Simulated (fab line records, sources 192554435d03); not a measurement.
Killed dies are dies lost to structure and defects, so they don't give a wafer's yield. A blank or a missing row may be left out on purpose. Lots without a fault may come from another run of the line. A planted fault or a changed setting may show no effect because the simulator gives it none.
fab line records | flow n5_finfet
record lots=9 wafers=27 last_day=17
route steps=1938 shown BEOL_M1@753 BEOL_M4@1111 PASSIVATION@1936
lots that met no fault: from a run of the same line without faults
start_h: hours from the record's first day to the start of the lot's first wafer shown | wait_h: hours since the lot's step before | " the same as in the row above | L1.1+2: a row that stands for several wafers | - no value, or no start given | * or withheld: withheld | < > ~ a bound
route shown NAME@n: a module of which the file shows steps, and the number in the route of the first | usual: mean/standard deviation of fault-free wafers | same: alike in all rows | chamber/n: place in a boat | sites: the reading at each site | _std_site: their standard deviation | _edge_site: outer sites' mean less inner sites' | radius_mm: how far each site lies from the wafer's centre | mask NAME#n: copy n | behind: the tool/chamber that last shaped the wafer | hold: why the lot was held/for how many hours/how that ended | device: the transistor (n, p or np) that didn't switch | end of line: the same wafers' tests at the end of the route | a step without rows: its recipe alone | killed: dies lost to structure and defects at the first sort, not the wafer's yield | map: a wafer's dies, x killed, . not, _ none there
set.NAME: the setting as run; set.NAME@STEP: as run at that earlier step | model.NAME: the simulator's own value behind a step, which no gauge read
steps of the route over a sample of lots; a table a step, a row a wafer
services: from which hour (start_h, from the record's first day; less than 0 if before it) a tool's chamber was out of use, for how many hours, and why
## steps
# step N5_BEOL_M1_PECVD_72
# recipe material=SiO2 target_thk_a=160 temp_c=400 precursor=TEOS/O2 pressure_torr=5.5 rf_w=450 teos_flow_sccm=53.8 gas=O2 flow_sccm=3000 time_s=18
# usual heater_power_w=661/57 rf_fwd_power_W=444.4/1.8 showerhead_plenum_p_Torr=8.77/0.052 throttle_valve_pct=23.4/1.2
# columns lot.wafer tool chamber start_h wait_h heater_power_w rf_fwd_power_W showerhead_plenum_p_Torr throttle_valve_pct
L364.4 pecvd-02 1 118.26 0.1 571 443.8 8.78 24.8
L364.5 " 0 " " 639 441.8 8.70 23.8
L364.6 " 2 " " 588 447.7 8.71 22.2
L370.1 pecvd-02 2 151.61 0.0 564 445.1 8.71 22.4
L370.4 " 0 " " 695 444.2 8.67 23.6
L370.6 " 1 " " 662 444.5 8.82 24.8
L371.3 pecvd-04 1 165.27 0.0 712 446.0 8.75 23.8
L371.4 " 2 " " 669 446.8 8.79 20.6
L371.5 " 0 " " 583 441.7 8.80 23.8
L372.2 pecvd-02 2 169.93 0.0 632 446.6 8.72 22.4
L372.3 " 0 " " 695 442.5 8.70 23.9
L372.6 " 0 " " 695 441.6 8.69 23.8
L373.3 pecvd-02 0 177.30 0.0 699 443.0 8.67 23.9
L373.4 " 2 " " 631 446.2 8.73 22.5
L373.5 " 0 " " 678 445.1 8.69 23.8
L374.4 pecvd-04 2 179.31 0.1 712 444.4 8.79 20.5
L374.5 " 2 " " 693 447.7 8.78 20.2
L374.6 " 1 " " 796 445.3 8.76 23.6
L376.1 pecvd-02 2 191.74 0.0 606 443.8 8.71 22.4
L376.2 " 1 " " 666 446.0 8.82 25.0
L376.6 " 2 " " 608 444.0 8.72 22.5
L385.1 pecvd-01 1 250.23 0.0 751 444.1 8.79 24.6
L385.4 " 2 " " 635 442.9 8.78 22.8
L385.5 " 0 " " 605 442.9 8.83 22.6
L386.3 pecvd-02 1 262.09 0.0 594 445.5 8.82 25.1
L386.4 " 0 " " 671 441.6 8.67 23.7
L386.6 " 2 " " 700 448.1 8.72 22.8
# step N5_BEOL_M1_SPUTTER_86
# recipe material=Cu target_thk_a=45 temp_c=-20 chamber_pressure_pa=0.07 power_w=withheld time_s=8.29
# usual chamber_pressure_pa=0.06997/0.00013 substrate_temp_c=-20.01/0.1 throttle_valve_pct=30.1/0.91
# columns lot.wafer tool chamber start_h wait_h chamber_pressure_pa substrate_temp_c throttle_valve_pct
L364.4 pvd_sputter-01 - 126.26 0.1 0.06995 -20.12 29.9
L364.5 " - " " 0.06993 -19.90 30.7
L364.6 " - " " 0.06996 -20.15 29.9
L370.1 pvd_sputter-01 - 162.50 0.1 0.06992 -20.02 30.0
L370.4 " - " " 0.06978 -19.93 29.9
L370.6 " - " " 0.06985 -19.99 29.9
L371.3 pvd_sputter-01 - 172.62 0.1 0.07022 -20.04 29.9
L371.4 " - " " 0.06994 -20.02 30.1
L371.5 " - " " 0.06983 -19.99 30.6
L372.2 pvd_sputter-01 - 177.26 0.1 0.06999 -20.12 31.9
L372.3 " - " " 0.07008 -19.90 29.9
L372.6 " - " " 0.06998 -19.99 31.9
L373.3 pvd_sputter-03 - 193.37 0.1 0.06979 -19.87 31.6
L373.4 " - " " 0.06998 -19.98 30.2
L373.5 " - " " 0.07001 -20.04 29.8
L374.4 pvd_sputter-01 - 194.88 0.1 0.06994 -19.91 30.6
L374.5 " - " " 0.06988 -20.01 30.5
L374.6 " - " " 0.06998 -19.77 30.1
L376.1 pvd_sputter-02 - 199.41 0.1 0.07031 -19.96 29.1
L376.2 " - " " 0.07018 -20.04 29.8
L376.6 " - " " 0.06987 -20.30 29.8
L385.1 pvd_sputter-02 - 255.66 0.1 0.06992 -19.96 28.7
L385.4 " - " " 0.06999 -20.03 29.0
L385.5 " - " " 0.06974 -19.99 28.7
L386.3 pvd_sputter-01 - 274.50 0.1 0.07007 -20.06 30.7
L386.4 " - " " 0.06999 -20.17 30.0
L386.6 " - " " 0.07006 -20.02 31.8
# step N5_BEOL_M1_SPUTTER_94
# recipe material=Cu target_thk_a=45 temp_c=-20 chamber_pressure_pa=0.07 power_w=withheld time_s=8.29
# usual chamber_pressure_pa=0.07/0.00016 substrate_temp_c=-20.01/0.092 throttle_valve_pct=30.1/0.91
# columns lot.wafer tool chamber start_h wait_h chamber_pressure_pa substrate_temp_c throttle_valve_pct
L364.4 pvd_sputter-01 - 127.14 0.1 0.07001 -20.02 29.9
L364.5 " - " " 0.0698 -20.03 30.5
L364.6 " - " " 0.07009 -19.97 29.7
L370.1 pvd_sputter-01 - 163.38 0.1 0.06979 -20.11 29.9
L370.4 " - " " 0.06985 -20.00 30.2
L370.6 " - " " 0.06981 -20.16 29.9
L371.3 pvd_sputter-01 - 173.50 0.1 0.07 -19.97 30.1
L371.4 " - " " 0.07015 -20.08 30.1
L371.5 " - " " 0.06988 -19.99 30.6
L372.2 pvd_sputter-01 - 178.14 0.1 0.0699 -20.23 32.3
L372.3 " - " " 0.07018 -19.97 29.9
L372.6 " - " " 0.07003 -20.04 31.9
L373.3 pvd_sputter-03 - 194.25 0.1 0.0701 -20.09 31.9
L373.4 " - " " 0.0699 -20.00 30.1
L373.5 " - " " 0.07002 -19.93 29.6
L374.4 pvd_sputter-01 - 195.76 0.1 0.07008 -19.93 30.6
L374.5 " - " " 0.06994 -20.23 30.5
L374.6 " - " " 0.0698 -19.96 29.8
L376.1 pvd_sputter-02 - 200.29 0.1 0.07015 -20.13 29.1
L376.2 " - " " 0.06995 -19.97 30.0
L376.6 " - " " 0.07003 -20.04 29.8
L385.1 pvd_sputter-02 - 256.54 0.1 0.06984 -20.06 29.2
L385.4 " - " " 0.0698 -19.90 29.3
L385.5 " - " " 0.06973 -20.02 28.7
L386.3 pvd_sputter-01 - 275.38 0.1 0.07019 -20.02 30.8
L386.4 " - " " 0.07002 -20.15 29.9
L386.6 " - " " 0.0701 -20.04 31.9
# step N5_BEOL_M1_CMP_52
# recipe stop_on=SiOC t_overpolish_s=6.8 down_force_psi=1 platen_rpm=50 clearing_platen_down_force_psi=1.5 clearing_platen_rpm=50 post_cmp_clean=cu_alkaline target_thk_nm=40 clearing_platen_pad_velocity_m_s=0.99484 pad_velocity_m_s=0.99484
# usual barrier_field_endpoint_s=24.5/0.57 motor_current_A=6.1/0.68 overpolish_run_s=6.801/0.0085
# columns lot.wafer tool chamber start_h wait_h barrier_field_endpoint_s motor_current_A overpolish_run_s
L364.4 cmp-03 0 127.89 0.2 25.5 6.4 6.807
L364.6 " 3 " " 26.0 6.6 6.799
L364.5 " 0 " " 25.4 6.2 6.809
L370.1 cmp-04 1 164.10 0.3 24.4 6.2 6.805
L370.4 " 3 " " 24.5 5.5 6.789
L370.6 " 2 " " 24.5 5.9 6.798
L371.4 cmp-04 2 174.21 0.1 24.2 5.6 6.793
L371.3 " 1 " " 24.3 6.2 6.807
L371.5 " 2 " " 24.4 6.0 6.788
L372.3 cmp-04 3 178.89 0.2 25.6 5.1 6.822
L372.2 " 1 " " 24.6 6.3 6.790
L372.6 " 2 " " 25.4 5.9 6.806
L373.3 cmp-04 3 194.96 0.2 24.4 5.5 6.810
L373.4 " 2 " " 40.5 5.7 0.657
L373.5 " 0 " " 40.1 7.3 1.031
L374.4 cmp-04 0 196.59 0.2 25.7 7.2 6.791
L374.5 " 1 " " 25.5 6.3 6.807
L374.6 " 2 " " 25.0 5.8 6.790
L376.1 cmp-03 3 201.24 0.3 38.8 6.8 2.372
L376.2 " 0 " " 24.0 6.2 6.791
L376.6 " 2 " " 25.4 5.9 6.799
L385.1 cmp-03 0 257.29 0.3 24.3 6.1 6.784
L385.4 " 1 " " 25.0 6.0 6.789
L385.5 " 3 " " 24.1 6.8 6.797
L386.3 cmp-02 3 276.10 0.2 24.6 5.9 6.808
L386.4 " 1 " " 24.8 6.7 6.798
L386.6 " 3 " " 24.6 6.1 6.806
# step N5_BEOL_M1_DEP_57
# recipe material=SiCN target_thk_a=80 temp_c=withheld precursor=3MS/NH3 pressure_torr=3 rf_w=202 time_s=14
# usual rf_fwd_power_W=199.2/0.79 showerhead_plenum_p_Torr=3.664/0.0098 throttle_valve_pct=9.4/0.5
# columns lot.wafer tool chamber start_h wait_h rf_fwd_power_W showerhead_plenum_p_Torr throttle_valve_pct
L364.4 pecvd-04 2 128.42 0.0 199.4 3.671 8.1
L364.5 " 1 " " 199.9 3.668 9.6
L364.6 " 0 " " 198.2 3.661 9.7
L370.1 pecvd-04 1 164.59 0.0 199.6 3.658 9.6
L370.4 " 0 " " 197.7 3.675 9.7
L370.6 " 1 " " 199.5 3.649 9.2
L371.3 pecvd-04 1 174.73 0.0 200.1 3.660 9.5
L371.4 " 2 " " 199.6 3.667 8.1
L371.5 " 1 " " 200.2 3.658 9.5
L372.2 pecvd-02 2 179.34 0.0 200.3 3.650 9.1
L372.3 " 0 " " 197.7 3.652 9.6
L372.6 " 2 " " 200.4 3.657 9.1
L373.3 pecvd-02 0 195.45 0.0 198.3 3.644 9.6
L373.4 " 0 " " 198.4 3.659 9.6
L373.5 " 1 " " 199.2 3.664 10.1
L374.4 pecvd-04 1 196.99 0.0 199.3 3.656 9.6
L374.5 " 0 " " 198.4 3.666 9.5
L374.6 " 1 " " 200.6 3.661 9.6
L376.1 pecvd-02 0 201.65 0.0 199.9 3.645 9.4
L376.2 " 1 " " 199.9 3.663 10.2
L376.6 " 1 " " 200.8 3.667 10.1
L385.1 pecvd-04 1 257.74 0.0 198.5 3.663 9.7
L385.4 " 1 " " 198.7 3.664 9.3
L385.5 " 2 " " 200.8 3.664 8.3
L386.3 pecvd-01 0 276.73 0.0 199.5 3.671 9.2
L386.4 " 1 " " 199.9 3.666 10.1
L386.6 " 2 " " 199.0 3.660 9.3
# step N5_BEOL_M4_RC_MEAS_101
# usual DIBL_N=35.9/1.3 DIBL_P=35.9/1.6 IOFF_N=0.156/0.022 IOFF_P=0.205/0.023 ION_N=675/9 ION_P=463/5.6 SS_N=71.4/0.57 SS_P=73.1/0.52 VT_N=249.7/2.8 VT_P=-250.2/2.5
# columns lot.wafer tool chamber start_h wait_h DIBL_N[mV/V] DIBL_P[mV/V] IOFF_N[nA/um] IOFF_P[nA/um] ION_N[uA/um] ION_P[uA/um] SS_N[mV/dec] SS_P[mV/dec] VT_N[mV] VT_P[mV]
L364.4 prober-01 0 155.94 0.5 36.1 36.4 0.151 0.213 667 467 70.4 73.2 251.6 -249.9
L364.5 " 0 " " 36.0 36.6 0.157 0.220 686 468 71.2 73.6 250.6 -249.2
L364.6 " 0 " " 36.9 37.0 0.162 0.223 670 463 71.6 73.7 251.5 -249.0
L370.1 prober-02 0 199.79 0.0 35.1 35.5 0.141 0.200 668 464 71.0 73.1 250.5 -250.8
L370.4 " 0 " " 32.9 32.3 0.109 0.162 660 461 70.1 71.7 255.8 -251.4
L370.6 " 0 " " 33.3 33.4 0.113 0.169 665 465 71.1 72.5 254.9 -250.0
L371.3 prober-02 0 205.60 0.3 34.7 35.5 0.136 0.218 673 467 71.1 72.3 249.2 -247.6
L371.4 " 0 " " 37.3 38.2 0.170 0.266 675 472 72.1 73.3 248.7 -243.5
L371.5 " 0 " " 35.3 35.8 0.142 0.223 679 474 71.8 72.5 250.7 -248.0
L372.2 prober-02 0 222.86 0.2 37.2 36.4 0.155 0.213 672 463 72.2 73.2 249.8 -249.4
L372.3 " 0 " " 35.3 34.1 0.128 0.190 656 456 71.9 72.2 253.4 -249.6
L372.6 " 0 " " 35.9 35.7 0.136 0.205 661 459 71.6 73.4 250.5 -251.1
L373.3 prober-01 0 225.88 0.3 35.3 34.7 0.144 0.198 676 461 70.3 72.7 252.4 -253.1
L373.4 " 0 " " 35.4 34.5 0.139 0.194 667 460 70.1 73.5 251.9 -251.6
L373.5 " 0 " " 35.5 34.6 0.142 0.196 668 455 71.1 73.1 251.9 -250.6
L374.4 prober-02 0 229.07 0.5 37.8 38.1 0.183 0.241 682 470 71.0 72.9 244.8 -247.0
L374.5 " 0 " " 37.2 36.9 0.177 0.222 690 469 71.2 73.4 247.2 -250.9
L374.6 " 0 " " 37.6 38.3 0.184 0.236 684 469 71.0 73.7 247.3 -250.2
L376.1 prober-02 0 232.97 0.0 36.5 36.7 0.175 0.234 696 470 71.0 74.0 247.7 -250.7
L376.2 " 0 " " 33.9 34.2 0.130 0.192 676 469 71.2 73.2 251.0 -249.3
L376.6 " 0 " " 35.3 34.9 0.142 0.204 682 468 71.3 73.2 249.8 -249.6
L385.1 prober-02 0 293.45 0.0 38.2 37.6 0.172 0.217 680 462 71.6 74.0 247.7 -248.9
L385.4 " 0 " " 37.4 36.7 0.151 0.204 663 457 71.9 73.9 251.6 -250.7
L385.5 " 0 " " 39.1 39.4 0.197 0.249 679 463 72.1 74.4 246.0 -247.2
L386.3 prober-01 0 314.45 0.3 34.8 33.5 0.121 0.176 667 466 71.0 72.4 252.6 -252.6
L386.4 " 0 " " 35.9 35.1 0.141 0.204 671 468 71.4 73.3 251.9 -248.8
L386.6 " 0 " " 35.1 33.4 0.122 0.179 669 464 70.9 73.0 252.8 -248.2
# step N5_PASSIVATION_PROBE_49
# usual defect_limited_yield=91.3/1.4 killed_at_M0_to_M3=35/11 killed_at_M4_up=14/5.4 killed_at_contacts=12/6.2 killed_at_front_end=38/11 killed_at_other=4.1/2.8 killed_dies=103/17 killed_on_rim=13/4 killed_open=66/13 killed_short=34/8.2 sort_bin_5_function=5.1/0.89 sort_bin_6_memory=3.3/0.72 sort_n_pass=1077/17 sort_yield_pct=91.3/1.4
# same gross_dies=1180 killed_at_back_side=0 sort_bin_4_leakage[%]=0 sort_bin_8_speed[%]=0
# columns lot.wafer tool chamber start_h wait_h defect_limited_yield[%] killed_at_M0_to_M3 killed_at_M4_up killed_at_contacts killed_at_front_end killed_at_other killed_dies killed_on_rim killed_open killed_short sort_bin_5_function[%] sort_bin_6_memory[%] sort_n_pass sort_yield_pct[%]
L371.3 prober-01 - 306.74 0.1 88.1 54 28 29 28 2 141 24 95 40 7.3 4.2 1039 88.1
L371.4 prober-01 - 306.79 0.2 89.6 48 18 17 32 8 123 20 80 41 5.9 3.7 1057 89.6
L371.5 prober-01 - 306.84 0.2 88.9 47 24 11 42 7 131 17 89 38 6.3 4.6 1049 88.9
L372.2 prober-01 - 328.92 0.1 91.1 44 11 11 33 6 105 15 66 36 5.3 3.2 1075 91.1
L372.3 prober-01 - 328.97 0.1 91.4 44 10 4 39 5 102 14 63 38 5.1 3.3 1078 91.4
L372.6 prober-01 - 329.12 0.3 92.5 33 13 8 28 7 89 12 53 32 4.4 2.9 1091 92.5
L374.4 prober-02 - 334.24 0.2 92.1 22 11 11 33 16 93 12 49 42 4.8 2.5 1087 92.1
L374.5 prober-02 - 334.29 0.2 89.3 27 13 12 66 8 126 23 79 44 5.5 4.5 1054 89.3
L374.6 prober-02 - 334.34 0.3 91.9 25 9 20 40 1 95 13 55 38 4.3 3.4 1085 91.9
L373.3 prober-01 - 334.87 0.1 89.9 24 13 26 54 2 119 14 76 39 6.2 3.6 1061 89.9
L373.4 prober-01 - 334.92 0.2 91.0 23 15 22 43 3 106 14 69 34 5.1 3.6 1074 91.0
L373.5 prober-01 - 334.97 0.2 91.9 25 14 18 36 2 95 8 64 28 6.0 1.9 1085 91.9
L376.1 prober-02 - 339.41 0.0 91.4 40 15 9 36 1 101 11 64 37 5.0 3.5 1079 91.4
L376.2 prober-02 - 339.46 0.1 89.0 58 25 18 25 4 130 17 77 52 6.8 4.1 1050 89.0
L376.6 prober-02 - 339.66 0.3 89.5 50 16 18 36 4 124 19 64 59 6.3 3.6 1056 89.5
L385.1 prober-02 - 395.93 0.0 89.8 42 14 16 42 6 120 19 82 37 5.9 4.0 1060 89.8
L385.4 prober-02 - 396.08 0.2 90.5 55 14 14 26 3 112 15 75 35 4.8 4.3 1068 90.5
L385.5 prober-02 - 396.13 0.2 91.2 33 22 15 29 5 104 9 65 37 5.1 3.5 1076 91.2
# killed by level:class
L371.3 MOL_CONTACT_COAG:geometric_particle:open=21 BEOL_M4:geometric_particle:open=17 BEOL_M0_SAQP:geometric_particle:open=16 BEOL_M0_SAQP:geometric_particle:short=12 MOL_CONTACT_COAG:geometric_particle:short=8 BEOL_M1:geometric_particle:open=8 STI_FIN_REVEAL:geometric_particle:open=7 FIN_SAQP:geometric_particle:short=4
L371.4 BEOL_M0_SAQP:geometric_particle:short=15 MOL_CONTACT_COAG:geometric_particle:open=13 BEOL_M0_SAQP:geometric_particle:open=10 BEOL_M3:geometric_particle:open=10 BEOL_M4:geometric_particle:open=10 FIN_SAQP:geometric_particle:open=8 STI_FIN_REVEAL:geometric_particle:open=8 GATE_CUT:geometric_particle:short=8
L371.5 FIN_SAQP:geometric_particle:short=12 BEOL_M0_SAQP:geometric_particle:open=12 MOL_CONTACT_COAG:geometric_particle:open=10 BEOL_M2:geometric_particle:open=10 BEOL_M3:geometric_particle:open=7 FIN_SAQP:geometric_particle:open=6 BEOL_M0_SAQP:geometric_particle:short=6 BEOL_M4:geometric_particle:open=6
L372.2 BEOL_M0_SAQP:geometric_particle:open=11 FIN_SAQP:geometric_particle:open=10 MOL_CONTACT_COAG:geometric_particle:open=10 BEOL_M0_SAQP:geometric_particle:short=10 BEOL_M2:geometric_particle:open=7 FIN_SAQP:geometric_particle:short=5 BEOL_M1:geometric_particle:open=4 BEOL_M1:geometric_particle:short=4
L372.3 BEOL_M0_SAQP:geometric_particle:open=12 FIN_SAQP:geometric_particle:open=10 BEOL_M0_SAQP:geometric_particle:short=10 FIN_SAQP:geometric_particle:short=6 DUMMY_GATE:geometric_particle:open=6 BEOL_M1:geometric_particle:open=5 BEOL_M2:geometric_particle:open=5 BEOL_M3:geometric_particle:open=4
L372.6 FIN_SAQP:geometric_particle:open=7 BEOL_M3:geometric_particle:open=7 MOL_CONTACT_COAG:geometric_particle:open=6 BEOL_M0_SAQP:geometric_particle:short=6 STI_FIN_REVEAL:geometric_particle:open=5 BEOL_M0_SAQP:geometric_particle:open=5 ILD0:geometric_particle:short=4 BEOL_M1:geometric_particle:short=4
L374.4 FIN_SAQP:geometric_particle:short=16 MOL_CONTACT_COAG:geometric_particle:open=10 PASS1_DEP:geometric_particle:open=5 FIN_SAQP:geometric_particle:open=4 STI_FIN_REVEAL:geometric_particle:open=4 BEOL_M0:geometric_particle:short=3 BEOL_M0:geometric_particle:open=3 BEOL_M3:geometric_particle:open=3
L374.5 STI_FIN_REVEAL:geometric_particle:open=17 MOL_CONTACT_COAG:geometric_particle:open=10 FIN_SAQP:geometric_particle:short=9 BEOL_M1:geometric_particle:open=9 DUMMY_GATE:geometric_particle:open=9 GATE_CUT:geometric_particle:short=8 FIN_SAQP:geometric_particle:open=6 GATE_CUT:geometric_particle:open=5
L374.6 FIN_SAQP:geometric_particle:open=9 FIN_SAQP:geometric_particle:short=9 MOL_CONTACT_COAG:geometric_particle:open=9 MOL_CONTACT_COAG:geometric_particle:short=9 BEOL_M1:geometric_particle:open=8 STI_FIN_REVEAL:geometric_particle:open=6 BEOL_M0_SAQP:geometric_particle:short=6 BEOL_M1:geometric_particle:short=5
L373.3 MOL_CONTACT_COAG:geometric_particle:open=23 FIN_SAQP:geometric_particle:open=15 FIN_SAQP:geometric_particle:short=13 BEOL_M0_SAQP:geometric_particle:short=7 GATE_CUT:geometric_particle:open=6 STI_FIN_REVEAL:geometric_particle:open=5 BEOL_M4:geometric_particle:open=4 BEOL_M3:geometric_particle:open=4
L373.4 MOL_CONTACT_COAG:geometric_particle:open=14 STI_FIN_REVEAL:geometric_particle:open=11 MOL_CONTACT_COAG:geometric_particle:short=8 BEOL_M4:geometric_particle:open=8 FIN_SAQP:geometric_particle:open=7 FIN_SAQP:geometric_particle:short=6 BEOL_M2:geometric_particle:open=6 STI_FIN_REVEAL:geometric_particle:short=4
L373.5 MOL_CONTACT_COAG:geometric_particle:open=13 BEOL_M4:geometric_particle:open=10 DUMMY_GATE:geometric_particle:open=7 STI_FIN_REVEAL:geometric_particle:open=6 BEOL_M3:geometric_particle:short=6 BEOL_M1:geometric_particle:open=5 GATE_CUT:geometric_particle:open=4 MOL_CONTACT_COAG:geometric_particle:short=4
L376.1 FIN_SAQP:geometric_particle:open=14 BEOL_M1:geometric_particle:short=13 MOL_CONTACT_COAG:geometric_particle:open=8 BEOL_M0_SAQP:geometric_particle:short=7 BEOL_M0_SAQP:geometric_particle:open=6 BEOL_M2:geometric_particle:open=6 BEOL_M4:geometric_particle:open=5 BEOL_M4:geometric_particle:short=5
L376.2 BEOL_M0_SAQP:geometric_particle:short=16 BEOL_M0_SAQP:geometric_particle:open=15 MOL_CONTACT_COAG:geometric_particle:open=15 BEOL_M4:geometric_particle:open=11 BEOL_M1:geometric_particle:short=9 BEOL_M2:geometric_particle:open=8 BEOL_M4:geometric_particle:short=8 FIN_SAQP:geometric_particle:open=5
L376.6 BEOL_M0_SAQP:geometric_particle:short=12 BEOL_M2:geometric_particle:open=12 MOL_CONTACT_COAG:geometric_particle:open=11 BEOL_M1:geometric_particle:short=11 BEOL_M4:geometric_particle:short=11 FIN_SAQP:geometric_particle:short=9 BEOL_M0_SAQP:geometric_particle:open=8 MOL_CONTACT_COAG:geometric_particle:short=7
L385.1 BEOL_M0_SAQP:geometric_particle:short=16 MOL_CONTACT_COAG:geometric_particle:open=14 SPACER0:geometric_particle:open=9 BEOL_M0_SAQP:geometric_particle:open=8 BEOL_M4:geometric_particle:open=8 DUMMY_GATE:geometric_particle:open=7 SPACER0:geometric_particle:short=7 BEOL_M3:geometric_particle:open=7
L385.4 BEOL_M0_SAQP:geometric_particle:open=19 BEOL_M0_SAQP:geometric_particle:short=15 MOL_CONTACT_COAG:geometric_particle:open=11 DUMMY_GATE:geometric_particle:open=7 BEOL_M3:geometric_particle:open=7 BEOL_M1:geometric_particle:open=6 BEOL_M4:geometric_particle:open=6 BEOL_M2:geometric_particle:open=5
L385.5 FIN_SAQP:geometric_particle:short=10 BEOL_M3:geometric_particle:open=10 MOL_CONTACT_COAG:geometric_particle:open=9 FIN_SAQP:geometric_particle:open=8 BEOL_M0_SAQP:geometric_particle:open=7 MOL_CONTACT_COAG:geometric_particle:short=6 BEOL_M5:geometric_particle:open=6 BEOL_M0_SAQP:geometric_particle:short=5
## services
# columns tool chamber start_h hours kind
cmp-03 - 103.29 3.8 repair
pvd_sputter-02 - 106.02 18.2 repair
cmp-03 - 107.12 5.7 pm
cmp-04 - 123.60 3.2 repair
cmp-03 - 123.72 1.0 repair
pvd_sputter-03 - 131.77 0.5 repair
pecvd-04 - 133.72 14.6 pm
pvd_sputter-03 - 135.06 2.9 repair
cmp-03 - 143.32 18.2 repair
cmp-04 - 148.38 1.8 repair
pecvd-01 - 166.23 6.0 pm
cmp-03 - 171.73 4.0 pm
pecvd-04 0 173.37 10.2 repair
pecvd-01 - 176.61 1.2 repair
pecvd-04 2 190.12 32.7 repair
cmp-02 - 202.10 0.9 repair
cmp-04 - 202.11 4.0 pm
cmp-03 - 204.25 0.4 repair
cmp-04 - 207.42 3.5 pm
cmp-02 - 213.47 1.6 repair
cmp-02 - 225.03 1.2 repair
pecvd-04 - 249.40 0.3 repair
pecvd-02 - 274.24 0.2 repair
pecvd-02 - 274.66 5.5 pm
## key
first_sign step=N5_BEOL_M1_CMP_52 reading=overpolish_run_s direction=down sigmas=99+ usual=6.801 struck=1.354
effect step=N5_BEOL_M1_CMP_52 reading=barrier_field_endpoint_s direction=up sigmas=27 usual=24.5 struck=39.8
met_at N5_BEOL_M1_PECVD_72
struck_lots L373,L376
struck_wafers L373.4,L373.5,L376.1
not_acting_at N5_BEOL_M1_SPUTTER_86,N5_BEOL_M1_SPUTTER_94,N5_BEOL_M1_DEP_57
onset_between 169.93 177.30
fault kind=process_parameter_drift tool=pecvd-02 chamber=- onset_h=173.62 steps=N5_BEOL_M1_PECVD_72 channel=time_s offset=* shape=step end_h=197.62 scope=struck_wafers_only acts_in=* stated=*
